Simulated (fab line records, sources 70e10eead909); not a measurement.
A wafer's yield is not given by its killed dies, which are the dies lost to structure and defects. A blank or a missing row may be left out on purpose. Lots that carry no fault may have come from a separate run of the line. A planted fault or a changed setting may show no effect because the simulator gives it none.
Matching of chambers    flow nand_harc    rie_diel-12 running NHARC_A_M1_DESCUM_14: 4 sister chambers
The step chemistry O2, time 3 s. 8 wafers are shown with their chamber, then 8 later ones without.

WAFERS, EACH WITH ITS CHAMBER
wafer   chamber  drypump_motor_current_A (A)  throttle_valve_pct (%)
L079.3  1        5.1                          11.321
L080.6  0        6.7                          11.298
L085.3  3        5.2                          11.328
L085.6  2        5.8                          11.324
L088.1  0        6.7                          11.298
L088.3  2        5.8                          11.310
L088.4  3        5.3                          11.308
L092.1  1        5.0                          11.319

WAFERS MISSING THEIR CHAMBER
wafer   drypump_motor_current_A (A)  throttle_valve_pct (%)
L092.2  6.7                          11.307
L092.4  5.8                          11.320
L094.2  5.1                          11.310
L094.3  5.9                          11.322
L094.5  5.8                          11.303
L096.2  5.8                          11.309
L096.3  5.3                          11.312
L096.5  5.3                          11.315

WHICH CHAMBER EACH WENT THROUGH
wafer   from the rows above      in truth
L092.2  0                        0
L092.4  2                        2
L094.2  can't be placed: 1 or 3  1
L094.3  2                        2
L094.5  2                        2
L096.2  2                        2
L096.3  3                        3
L096.5  3                        3
7 of 8 placed correctly. Not placeable from these rows: 1 (in 1, the candidates include the true chamber). Number placed wrongly: 0.
How it was worked out, from the rows above alone: a wafer's distance from a chamber is the root of the sum, over the readings, of the square of ((its reading less the chamber's mean) divided by the reading's scatter). If the next closest chamber is less than 2 further off than the closest, the wafer can't be placed; otherwise it belongs to the closest. The mean given for a chamber averages the wafers shown for that chamber. How the scatter is found: for the shown wafers, subtract from each reading the mean of its chamber, square and add these, divide the total by (wafers less chambers), then take the root.
